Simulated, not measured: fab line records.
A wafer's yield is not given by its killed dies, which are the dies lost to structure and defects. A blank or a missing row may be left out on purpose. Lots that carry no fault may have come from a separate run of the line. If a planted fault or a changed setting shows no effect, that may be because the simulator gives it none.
Which tool did it?	flow nand harc	6 lots, 18 wafers sampled, at 3 steps of a route of 1302

WHAT THE GAUGES READ, wafer by wafer
NHARC_A_CONTACT_INSPECT_10.
lot	measured	on	raw defect count
L119	day 22 17:38	defect inspect-01	20 22 23
L123	day 24 18:34	defect inspect-01	76 76 75
L126	day 26 06:30	defect inspect-02	541 566 519
L136	day 30 09:58	defect inspect-01	47 40 37
L138	day 31 02:16	defect inspect-02	39 31 30
L140	day 31 15:07	defect inspect-02	65 60 66

EACH LOT AND THE TOOL THAT RAN IT (in order: tool; ch and the chambers of the sampled wafers; start)
lot	NHARC_A_CONTACT_ETCH_97	NHARC_A_CONTACT_DEP_85
L119	rie diel-01 ch 2,3, day 22 16:55 or earlier	pecvd-03 ch 1,2, day 22 16:55
L123	rie diel-04 ch 1,2,3, day 24 17:43 or earlier	pecvd-02 ch 0,1, day 24 17:43
L126	rie diel-05 ch 2,3, day 26 05:50 or earlier	pecvd-02 ch 0,2, day 26 05:50
L136	rie diel-01 ch 0,2,3, day 30 09:14 or earlier	pecvd-04 ch 1,2, day 30 09:14
L138	rie diel-05 ch 0,2, day 31 01:37 or earlier	pecvd-02 ch 1,2, day 31 01:37
L140	rie diel-05 ch 0,1,2, day 31 14:24 or earlier	pecvd-02 ch 1,2, day 31 14:24
- NHARC_A_CONTACT_ETCH_97: etches the open film in C4F6/O2, target depth 20 nm, time 10 s.
- NHARC_A_CONTACT_DEP_85: deposits SiON, target thk 60 nm.

THE ANSWER, worked out from the rows above alone
Rule: usual is defined by the lots themselves. The widest of any qualifying gaps counts: lots, ordered by their means at a reading, are off when they make up no more than a third of the lots, leave a main group of 4 or more, and stand apart from it by 3 or more times the standard deviation of that group's means. A main group is skipped when, at the precision printed for the reading in the tables above, its means are all equal. A lot without any number at a reading at which 4 lots or more have one is off too. Where the step has rows for the other lots, those lots are counted as sound.
Off: L126, at NHARC_A_CONTACT_INSPECT_10 (raw defect count). For the main group the mean is 47 and the standard deviation 20.
A tool fits if, at a process step before that reading, it ran every lot that is off, and no sound lot after the first of them. Those tools and the gauges at NHARC_A_CONTACT_INSPECT_10 are tried in the same way. Because NHARC_A_CONTACT_ETCH_97 lacks a start for some lots, the hours and order of its lots are taken from NHARC_A_CONTACT_DEP_85. None of those tried fits.

WHAT THE SIMULATOR PUT IN
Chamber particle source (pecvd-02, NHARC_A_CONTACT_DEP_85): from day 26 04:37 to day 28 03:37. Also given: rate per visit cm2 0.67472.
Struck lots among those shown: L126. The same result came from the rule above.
